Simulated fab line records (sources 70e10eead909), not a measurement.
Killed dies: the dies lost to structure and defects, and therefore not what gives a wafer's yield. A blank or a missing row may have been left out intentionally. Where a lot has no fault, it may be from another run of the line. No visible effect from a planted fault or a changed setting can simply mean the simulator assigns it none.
Chamber matching + flow nand-harc + rie-diel-12 running NHARC_A_CONTACT_ETCH_48: 4 sister chambers
The step etches the open film in CF4, target depth 39 nm, time 65 s. 20 wafers are shown with their chamber, then 10 later ones without.

== WAFERS PAIRED WITH THEIR CHAMBERS ==
| wafer  | chamber | showerhead-plenum-p-Torr (Torr) | drypump-motor-current-A (A) | rf-vpp-V (V) |
|--------|---------|---------------------------------|-----------------------------|--------------|
| L074.2 | 0       | 1.64                            | 5.5                         | 148.7        |
| L074.5 | 0       | 1.64                            | 5.5                         | 149.2        |
| L074.6 | 1       | 1.73                            | 6.6                         | 150.7        |
| L075.1 | 3       | 1.82                            | 5.3                         | 153.1        |
| L075.5 | 3       | 1.82                            | 5.3                         | 153.2        |
| L075.6 | 1       | 1.73                            | 6.6                         | 151.4        |
| L079.1 | 1       | 1.72                            | 6.6                         | 151.0        |
| L079.2 | 2       | 1.87                            | 6.3                         | 152.2        |
| L079.4 | 0       | 1.64                            | 5.5                         | 150.0        |
| L080.1 | 1       | 1.72                            | 6.6                         | 150.1        |
| L080.2 | 0       | 1.64                            | 5.4                         | 149.1        |
| L080.5 | 3       | 1.82                            | 5.4                         | 151.7        |
| L081.1 | 3       | 1.82                            | 5.3                         | 153.6        |
| L081.4 | 2       | 1.87                            | 6.2                         | 152.5        |
| L081.6 | 3       | 1.82                            | 5.3                         | 151.6        |
| L083.1 | 2       | 1.87                            | 6.3                         | 153.4        |
| L083.2 | 0       | 1.64                            | 5.5                         | 149.7        |
| L083.5 | 3       | 1.82                            | 5.3                         | 152.1        |
| L084.2 | 2       | 1.87                            | 6.3                         | 150.8        |
| L084.3 | 0       | 1.64                            | 5.5                         | 149.8        |

SIGNATURES (means of the wafers above)
| reading                  | chamber 0 | chamber 1 | chamber 2 | chamber 3 | scatter within a chamber |
|--------------------------|-----------|-----------|-----------|-----------|--------------------------|
| showerhead-plenum-p-Torr | 1.6400    | 1.7250    | 1.8700    | 1.8200    | 0.0025                   |
| drypump-motor-current-A  | 5.483     | 6.600     | 6.275     | 5.317     | 0.0389                   |
| rf-vpp-V                 | 149.417   | 150.800   | 152.225   | 152.550   | 0.761                    |
Rule: for a wafer and a chamber, the distance is found by dividing, reading by reading, the gap between the wafer's reading and the chamber's mean by the reading's scatter, squaring, summing and taking the root. If the next closest chamber is less than 2 further off than the closest, the wafer can't be placed; otherwise it belongs to the closest. The scatter is the square root of a quotient: the sum, over the shown wafers, of each reading's squared deviation from its chamber's mean, divided by wafers minus chambers.

== WAFERS MISSING THEIR CHAMBER ==
| wafer  | showerhead-plenum-p-Torr (Torr) | drypump-motor-current-A (A) | rf-vpp-V (V) |
|--------|---------------------------------|-----------------------------|--------------|
| L084.5 | 1.72                            | 6.6                         | 150.9        |
| L087.3 | 1.72                            | 6.6                         | 149.7        |
| L087.5 | 1.72                            | 6.6                         | 150.2        |
| L087.6 | 1.64                            | 5.4                         | 149.1        |
| L090.1 | 1.72                            | 6.6                         | 150.5        |
| L090.3 | 1.87                            | 6.3                         | 153.6        |
| L090.6 | 1.64                            | 5.5                         | 148.7        |
| L091.1 | 1.64                            | 5.5                         | 148.3        |
| L091.5 | 1.64                            | 5.4                         | 149.7        |
| L091.6 | 1.81                            | 5.3                         | 152.4        |

== THE CHAMBER EACH PASSED THROUGH ==
| wafer  | from the rows above | in truth |
|--------|---------------------|----------|
| L084.5 | 1                   | 1        |
| L087.3 | 1                   | 1        |
| L087.5 | 1                   | 1        |
| L087.6 | 0                   | 0        |
| L090.1 | 1                   | 1        |
| L090.3 | 2                   | 2        |
| L090.6 | 0                   | 0        |
| L091.1 | 0                   | 0        |
| L091.5 | 0                   | 0        |
| L091.6 | 3                   | 3        |
10 of 10 placed correctly. Can't be placed from these rows: 0. Number placed wrongly: 0.
